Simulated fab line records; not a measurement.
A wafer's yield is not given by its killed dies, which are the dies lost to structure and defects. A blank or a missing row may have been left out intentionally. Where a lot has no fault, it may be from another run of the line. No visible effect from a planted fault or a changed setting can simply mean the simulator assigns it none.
Matching of chambers / flow nand-harc / NHARC_A_STAIRCASE_DESCUM_186 on rie-diel-13: 4 sister chambers
The step chemistry O2, time 3 s. 18 wafers are shown with their chamber, then 9 later ones without.

## WAFERS PAIRED WITH THEIR CHAMBERS
wafer=L739.2; chamber=3; drypump-motor-current-A (A)=6.1; showerhead-plenum-p-Torr (Torr)=1.91; oes-product-au (a.u.)=0.992
wafer=L739.4; chamber=0; drypump-motor-current-A (A)=5.3; showerhead-plenum-p-Torr (Torr)=1.91; oes-product-au (a.u.)=1.004
wafer=L739.6; chamber=2; drypump-motor-current-A (A)=4.9; showerhead-plenum-p-Torr (Torr)=1.83; oes-product-au (a.u.)=1.012
wafer=L740.4; chamber=2; drypump-motor-current-A (A)=4.9; showerhead-plenum-p-Torr (Torr)=1.82; oes-product-au (a.u.)=1.015
wafer=L740.5; chamber=1; drypump-motor-current-A (A)=6.5; showerhead-plenum-p-Torr (Torr)=2.06; oes-product-au (a.u.)=0.994
wafer=L740.6; chamber=0; drypump-motor-current-A (A)=5.4; showerhead-plenum-p-Torr (Torr)=1.91; oes-product-au (a.u.)=1.000
wafer=L744.4; chamber=1; drypump-motor-current-A (A)=6.5; showerhead-plenum-p-Torr (Torr)=2.05; oes-product-au (a.u.)=0.989
wafer=L744.5; chamber=0; drypump-motor-current-A (A)=5.3; showerhead-plenum-p-Torr (Torr)=1.91; oes-product-au (a.u.)=1.001
wafer=L744.6; chamber=3; drypump-motor-current-A (A)=6.0; showerhead-plenum-p-Torr (Torr)=1.90; oes-product-au (a.u.)=0.979
wafer=L749.2; chamber=1; drypump-motor-current-A (A)=6.5; showerhead-plenum-p-Torr (Torr)=2.05; oes-product-au (a.u.)=0.983
wafer=L749.3; chamber=0; drypump-motor-current-A (A)=5.3; showerhead-plenum-p-Torr (Torr)=1.90; oes-product-au (a.u.)=1.004
wafer=L749.6; chamber=1; drypump-motor-current-A (A)=6.5; showerhead-plenum-p-Torr (Torr)=2.05; oes-product-au (a.u.)=0.992
wafer=L751.1; chamber=0; drypump-motor-current-A (A)=5.3; showerhead-plenum-p-Torr (Torr)=1.90; oes-product-au (a.u.)=1.003
wafer=L751.5; chamber=3; drypump-motor-current-A (A)=6.0; showerhead-plenum-p-Torr (Torr)=1.90; oes-product-au (a.u.)=0.998
wafer=L751.6; chamber=2; drypump-motor-current-A (A)=4.9; showerhead-plenum-p-Torr (Torr)=1.81; oes-product-au (a.u.)=1.004
wafer=L753.2; chamber=0; drypump-motor-current-A (A)=5.3; showerhead-plenum-p-Torr (Torr)=1.90; oes-product-au (a.u.)=1.009
wafer=L753.4; chamber=1; drypump-motor-current-A (A)=6.5; showerhead-plenum-p-Torr (Torr)=2.04; oes-product-au (a.u.)=1.002
wafer=L753.5; chamber=0; drypump-motor-current-A (A)=5.3; showerhead-plenum-p-Torr (Torr)=1.90; oes-product-au (a.u.)=1.010

SIGNATURES, as means of the wafers listed above
reading=drypump-motor-current-A; chamber 0=5.314; chamber 1=6.500; chamber 2=4.900; chamber 3=6.033; scatter within a chamber=0.033
reading=showerhead-plenum-p-Torr; chamber 0=1.9043; chamber 1=2.0500; chamber 2=1.8200; chamber 3=1.9033; scatter within a chamber=0.00675
reading=oes-product-au; chamber 0=1.00443; chamber 1=0.99200; chamber 2=1.01033; chamber 3=0.98967; scatter within a chamber=0.00617
Rule: a wafer lies at a distance from a chamber equal to the root of the sum of squares, over the readings, of (its reading less the chamber's mean, divided by the reading's scatter). If the next closest chamber is less than 2 further off than the closest, the wafer can't be placed; otherwise it belongs to the closest. The scatter: the root of (the sum of the squares of (reading less its chamber's mean) over the shown wafers, divided by (wafers less chambers)).

## WAFERS WITH NO CHAMBER GIVEN
wafer=L757.2; drypump-motor-current-A (A)=5.3; showerhead-plenum-p-Torr (Torr)=1.89; oes-product-au (a.u.)=0.997
wafer=L757.4; drypump-motor-current-A (A)=6.5; showerhead-plenum-p-Torr (Torr)=2.04; oes-product-au (a.u.)=0.985
wafer=L757.6; drypump-motor-current-A (A)=6.0; showerhead-plenum-p-Torr (Torr)=1.89; oes-product-au (a.u.)=0.979
wafer=L760.2; drypump-motor-current-A (A)=5.3; showerhead-plenum-p-Torr (Torr)=1.89; oes-product-au (a.u.)=0.999
wafer=L760.3; drypump-motor-current-A (A)=4.9; showerhead-plenum-p-Torr (Torr)=1.80; oes-product-au (a.u.)=0.992
wafer=L760.5; drypump-motor-current-A (A)=6.0; showerhead-plenum-p-Torr (Torr)=1.89; oes-product-au (a.u.)=0.985
wafer=L759.3; drypump-motor-current-A (A)=5.3; showerhead-plenum-p-Torr (Torr)=1.89; oes-product-au (a.u.)=0.992
wafer=L759.4; drypump-motor-current-A (A)=6.1; showerhead-plenum-p-Torr (Torr)=1.89; oes-product-au (a.u.)=0.985
wafer=L759.5; drypump-motor-current-A (A)=5.3; showerhead-plenum-p-Torr (Torr)=1.89; oes-product-au (a.u.)=0.993

## THE CHAMBER EACH PASSED THROUGH
wafer=L757.2; from the rows above=0; in truth=0
wafer=L757.4; from the rows above=1; in truth=1
wafer=L757.6; from the rows above=3; in truth=3
wafer=L760.2; from the rows above=0; in truth=0
wafer=L760.3; from the rows above=2; in truth=2
wafer=L760.5; from the rows above=3; in truth=3
wafer=L759.3; from the rows above=0; in truth=0
wafer=L759.4; from the rows above=3; in truth=3
wafer=L759.5; from the rows above=0; in truth=0
Correct placement for 9 of the 9. Number that these rows cannot place: 0. Placed wrongly: 0.
